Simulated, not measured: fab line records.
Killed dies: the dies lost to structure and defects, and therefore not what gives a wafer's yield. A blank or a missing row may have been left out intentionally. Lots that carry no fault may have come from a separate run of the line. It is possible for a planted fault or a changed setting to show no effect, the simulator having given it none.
Which of the tools did it? ; flow n5Finfet ; 24 lots with 72 wafers sampled at 4 steps, on a route of 1938 steps

## WHAT THE GAUGES READ, wafer by wafer
N5_BEOL_M14_THK_MEAS_01.
lot;measured;on;M14_ILD_THK (nm)
L074;day 11 19:50;filmMetro-02;1104 1099 1095
L075;day 12 00:20;filmMetro-02;1114 1119 1136
L076;day 12 08:52;filmMetro-01;1126 1141 1150
L079;day 12 13:42;filmMetro-02;1100 1095 1123
L077;day 13 07:26;filmMetro-01;1133 1142 1139
L078;day 13 10:41;filmMetro-01;1128 1129 1133
L080;day 13 21:53;filmMetro-02;1120 1112 1142
L082;day 14 05:25;filmMetro-02;1112 1112 1122
L081;day 14 12:37;filmMetro-01;1140 1116 1126
L084;day 14 16:14;filmMetro-01;1104 1112 1126
L086;day 14 21:43;filmMetro-01;1118 1132 1130
L085;day 15 10:52;filmMetro-01;1098 1119 1126
L083;day 15 11:24;filmMetro-01;1125 1112 1139
L088;day 15 18:44;filmMetro-02;1114 1133 1144
L089;day 16 02:37;filmMetro-01;1084 1106 1124
L087;day 16 02:54;filmMetro-02;1118 1133 1140
L090;day 16 03:15;filmMetro-02;1108 1112 1141
L091;day 16 20:28;filmMetro-01;1104 1128 1121
L093;day 17 06:58;filmMetro-01;1115 1127 1149
L094;day 17 07:51;filmMetro-01;1112 1127 1123
L092;day 17 08:40;filmMetro-01;1112 1112 1132
L095;day 17 11:38;filmMetro-01;1101 1124 1113
L096;day 18 04:28;filmMetro-02;1104 1107 1103
L097;day 18 14:56;filmMetro-01;1122 1145 1143

N5_MIM_BOT_LITHO_CD_MEAS_08: the cd target is 3000 nm.
lot;measured;on;cdNm (nm)
L074;day 12 12:48;cdSem-02;2997.6 2998.9 2997.9
L075;day 12 15:35;cdSem-02;3000.6 2997.9 3000.5
L076;day 13 05:55;cdSem-01;2999.8 3000.2 2999.8
L079;day 13 10:54;cdSem-01;3000.1 3001.3 2999.5
L077;day 14 03:54;cdSem-03;2999.1 3000.4 2999.4
L078;day 14 04:19;cdSem-03;2999.1 2998.0 2999.1
L080;day 14 13:07;cdSem-01;2999.7 3000.2 2998.6
L082;day 15 00:55;cdSem-03;3002.8 3002.9 3003.4
L081;day 15 05:50;cdSem-03;3002.1 3002.2 2999.8
L084;day 15 16:40;cdSem-01;3000.1 2999.5 3000.9
L086;day 15 16:55;cdSem-01;2999.1 2998.6 2998.2
L085;day 16 04:43;cdSem-01;2999.4 2998.4 2998.4
L083;day 16 04:45;cdSem-03;3000.6 2999.9 3000.3
L088;day 16 14:11;cdSem-03;3000.3 2999.5 2999.9
L089;day 16 20:36;cdSem-01;2999.5 3001.1 3000.8
L087;day 16 21:12;cdSem-01;2999.0 2999.8 2999.7
L090;day 17 01:20;cdSem-03;3002.1 3002.1 3000.3
L091;day 17 14:56;cdSem-02;3002.8 3001.1 3001.5
L093;day 17 21:38;cdSem-02;3001.5 3000.1 3001.7
L094;day 18 01:05;cdSem-02;2999.7 3000.7 3000.9
L092;day 18 02:47;cdSem-01;3000.5 2998.5 2998.0
L095;day 18 02:56;cdSem-02;3000.2 2999.7 3000.1
L096;day 18 22:41;cdSem-03;2999.2 2998.8 2999.2
L097;day 19 05:55;cdSem-03;2998.8 2997.2 2998.6

## WHICH TOOL RAN EACH LOT (tool, then ch and the chambers of the sampled wafers, then the start)
lot;N5_BEOL_M13_SPUTTER_44;N5_BEOL_M13_DEP_53
L074;pvdSputter-03, day 11 18:26;pecvd-02 ch 1,2, day 11 19:29
L075;pvdSputter-01, day 11 22:59;pecvd-02 ch 1,2, day 12 00:01
L076;pvdSputter-02, day 12 07:32;pecvd-01 ch 0,2, day 12 08:33
L079;pvdSputter-01, day 12 12:22;pecvd-01 ch 0,1,2, day 12 13:23
L077;pvdSputter-01, day 13 05:41;pecvd-03 ch 0,1,2, day 13 07:07
L078;pvdSputter-02, day 13 09:12;pecvd-01 ch 1,2, day 13 10:22
L080;pvdSputter-01, day 13 20:33;pecvd-01 ch 1,2, day 13 21:34
L082;pvdSputter-01, day 14 03:12;pecvd-01 ch 1,2, day 14 05:05
L081;pvdSputter-03, day 14 08:56;pecvd-03 ch 0,1, day 14 12:17
L084;pvdSputter-01, day 14 14:13;pecvd-02 ch 0,2, day 14 15:55
L086;pvdSputter-02, day 14 18:28;pecvd-01 ch 1,2, day 14 21:19
L085;pvdSputter-01, day 15 09:24;pecvd-01 ch 0,1, day 15 10:33
L083;pvdSputter-02, day 15 09:59;pecvd-03 ch 1,2, day 15 11:05
L088;pvdSputter-02, day 15 15:58;pecvd-03 ch 0,1,2, day 15 18:25
L089;pvdSputter-03, day 15 23:56;pecvd-02 ch 0,1, day 16 02:18
L087;pvdSputter-02, day 16 00:01;pecvd-01 ch 0,1,2, day 16 02:35
L090;pvdSputter-03, day 16 00:17;pecvd-02 ch 1,2, day 16 02:56
L091;pvdSputter-03, day 16 18:38;pecvd-02 ch 1,2, day 16 20:08
L093;pvdSputter-01, day 17 05:19;pecvd-01 ch 0,2, day 17 06:38
L094;pvdSputter-01, day 17 06:17;pecvd-02 ch 0,1, day 17 07:32
L092;pvdSputter-01, day 17 07:04;pecvd-02 ch 0,1, day 17 08:20
L095;pvdSputter-02, day 17 09:10;pecvd-02 ch 0,1,2, day 17 11:18
L096;pvdSputter-03, day 18 01:57;pecvd-01 ch 0,2, day 18 04:08
L097;pvdSputter-02, day 18 13:35;pecvd-02 ch 0,1,2, day 18 14:37
- N5_BEOL_M13_SPUTTER_44: material Ta, target thk 10 nm, time 16.13 s.
- N5_BEOL_M13_DEP_53: deposits SiCN from 3MS/NH3, target thk 50 nm, time 17.8 s.

## AS READ BY THE TOOLS THEMSELVES (means over the sampled wafers that have a number; for cases with no such wafer, the mark the record gives instead)
N5_BEOL_M13_SPUTTER_44.
lot;tool;throttleValvePct (%)
L074;pvdSputter-03;30.6
L075;pvdSputter-01;28.2
L076;pvdSputter-02;29.8
L079;pvdSputter-01;29.1
L077;pvdSputter-01;29.8
L078;pvdSputter-02;30.7
L080;pvdSputter-01;29.6
L082;pvdSputter-01;28.5
L081;pvdSputter-03;30.4
L084;pvdSputter-01;30.0
L086;pvdSputter-02;30.7
L085;pvdSputter-01;28.3
L083;pvdSputter-02;30.8
L088;pvdSputter-02;30.6
L089;pvdSputter-03;30.5
L087;pvdSputter-02;29.9
L090;pvdSputter-03;30.2
L091;pvdSputter-03;30.4
L093;pvdSputter-01;28.7
L094;pvdSputter-01;28.9
L092;pvdSputter-01;28.6
L095;pvdSputter-02;29.8
L096;pvdSputter-03;30.4
L097;pvdSputter-02;30.8

N5_BEOL_M13_DEP_53.
lot;tool;showerheadPlenumPTorr (Torr);throttleValvePct (%)
L074;pecvd-02;4.176;17.8
L075;pecvd-02;4.184;17.7
L076;pecvd-01;4.155;17.9
L079;pecvd-01;4.160;18.8
L077;pecvd-03;4.174;18.4
L078;pecvd-01;4.162;19.5
L080;pecvd-01;4.160;19.6
L082;pecvd-01;4.160;19.4
L081;pecvd-03;4.173;19.4
L084;pecvd-02;4.173;16.9
L086;pecvd-01;4.156;19.4
L085;pecvd-01;4.164;17.9
L083;pecvd-03;4.169;19.7
L088;pecvd-03;4.167;18.3
L089;pecvd-02;4.136;18.9
L087;pecvd-01;4.159;18.8
L090;pecvd-02;4.175;17.8
L091;pecvd-02;4.168;19.0
L093;pecvd-01;4.155;17.9
L094;pecvd-02;4.144;19.0
L092;pecvd-02;4.143;19.1
L095;pecvd-02;4.156;18.4
L096;pecvd-01;4.156;19.0
L097;pecvd-02;4.161;18.5

## THE ANSWER, worked out from the rows above alone
Rule: usual is defined by the lots themselves. Put in order of their means at a reading, lots are off if they are a third of the lots or fewer, leave a main group of 4 or more, and stand apart from it by a gap of 3 or more times the standard deviation of the main group's means; of several such gaps the widest counts. A main group is skipped when, at the precision printed for the reading in the tables above, its means are all equal. A lot without any number at a reading at which 4 lots or more have one is off too. Any other lot the step has rows for is counted as sound. Order of review: gauges by route order, followed by the tools' own readings, for which a lot's mean as printed above is used. The first step at which some lot is off is used, and at that step the reading that is off furthest; a lot without a number counts as furthest.
Nothing can be told from this: no lot is off at any reading shown.

## WHAT THE SIMULATOR HAD INSERTED
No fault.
